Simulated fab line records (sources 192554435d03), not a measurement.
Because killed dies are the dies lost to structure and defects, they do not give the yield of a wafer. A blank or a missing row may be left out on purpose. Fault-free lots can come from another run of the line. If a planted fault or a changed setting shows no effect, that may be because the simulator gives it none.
Matching of chambers -- flow n5Finfet -- N5_BEOL_M10_DEP_56 on pecvd-04: 3 sister chambers
The step deposits SiCN from 3MS/NH3, target thk 15 nm, time 26.5 s. 6 wafers are shown with their chamber, then 12 later ones without.

## WAFERS PAIRED WITH THEIR CHAMBERS
wafer,chamber,showerheadPlenumPTorr (Torr),throttleValvePct (%)
L079.4,0,3.663,9.11
L085.1,1,3.664,9.04
L085.3,0,3.663,8.95
L086.2,1,3.675,9.20
L086.3,2,3.638,8.79
L086.4,2,3.639,8.89

## WAFERS WITHOUT THEIR CHAMBER
wafer,showerheadPlenumPTorr (Torr),throttleValvePct (%)
L088.1,3.640,8.73
L088.4,3.677,8.92
L088.5,3.652,9.05
L092.1,3.663,9.48
L092.2,3.641,8.78
L092.3,3.665,9.26
L094.3,3.645,8.85
L094.4,3.657,9.20
L094.6,3.664,9.32
L097.2,3.638,8.91
L097.3,3.664,9.25
L097.5,3.644,8.78

## THE CHAMBER EACH PASSED THROUGH
wafer,from the rows above,in truth
L088.1,2,2
L088.4,can't be placed: 1 or 0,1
L088.5,can't be placed: 0 or 2 or 1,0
L092.1,can't be placed: 1 or 0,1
L092.2,2,2
L092.3,can't be placed: 1 or 0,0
L094.3,2,2
L094.4,can't be placed: 0 or 1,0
L094.6,can't be placed: 1 or 0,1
L097.2,2,2
L097.3,can't be placed: 1 or 0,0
L097.5,2,2
Placed correctly: 5 of 12. Not placeable from these rows: 7 (in 7, the candidates include the true chamber). Wrongly placed: 0.
How it was worked out, from the rows above alone: a wafer's distance from a chamber is the root of the sum, over the readings, of the square of ((its reading less the chamber's mean) divided by the reading's scatter). The wafer belongs to the nearest chamber; if the next one is less than 2 further off, it can't be placed. Each chamber's mean is taken over the wafers shown for it. The scatter: take each reading less its chamber's mean, square it, sum over the shown wafers, divide by the number of wafers less the number of chambers, and take the root.
